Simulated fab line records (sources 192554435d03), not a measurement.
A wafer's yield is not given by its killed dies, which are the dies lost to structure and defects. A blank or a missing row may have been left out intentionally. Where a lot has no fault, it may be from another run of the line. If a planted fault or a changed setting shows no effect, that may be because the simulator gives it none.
Matching of chambers    flow n5-finfet    pecvd-02 running N5_BEOL_M13_ILD_DEP_00: 3 sister chambers
The step deposits SiOC from DEMS/O2, target thk 837.92 nm, time 166.4 s. 6 wafers are shown with their chamber, then 8 later ones without.

== WAFERS PAIRED WITH THEIR CHAMBERS ==
wafer   chamber  heater-power-w (W)  heater-power-outer-w (W)
L085.3  0        429                 254
L085.4  2        311                 153
L088.1  1        592                 350
L088.3  2        362                 194
L088.5  0        377                 212
L091.1  1        542                 286

== WAFERS WITHOUT THEIR CHAMBER ==
wafer   heater-power-w (W)  heater-power-outer-w (W)
L091.2  321                 163
L091.4  472                 271
L092.1  422                 240
L092.2  605                 346
L092.6  540                 289
L096.1  503                 268
L096.5  450                 252
L096.6  392                 218

== WHICH CHAMBER EACH ONE RAN IN ==
wafer   from the rows above      in truth
L091.2  2                        2
L091.4  can't be placed: 0 or 1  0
L092.1  0                        0
L092.2  1                        1
L092.6  1                        1
L096.1  can't be placed: 1 or 0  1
L096.5  0                        0
L096.6  can't be placed: 0 or 2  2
Correct placement for 5 of the 8. Cannot be placed on the basis of these rows: 3; the candidates contain the true chamber in 3. Number placed wrongly: 0.
How it was worked out, from the rows above alone: a wafer's distance from a chamber is the root of the sum, over the readings, of the square of ((its reading less the chamber's mean) divided by the reading's scatter). If the next closest chamber is less than 2 further off than the closest, the wafer can't be placed; otherwise it belongs to the closest. The mean given for a chamber averages the wafers shown for that chamber. The scatter: the root of (the sum of the squares of (reading less its chamber's mean) over the shown wafers, divided by (wafers less chambers)).
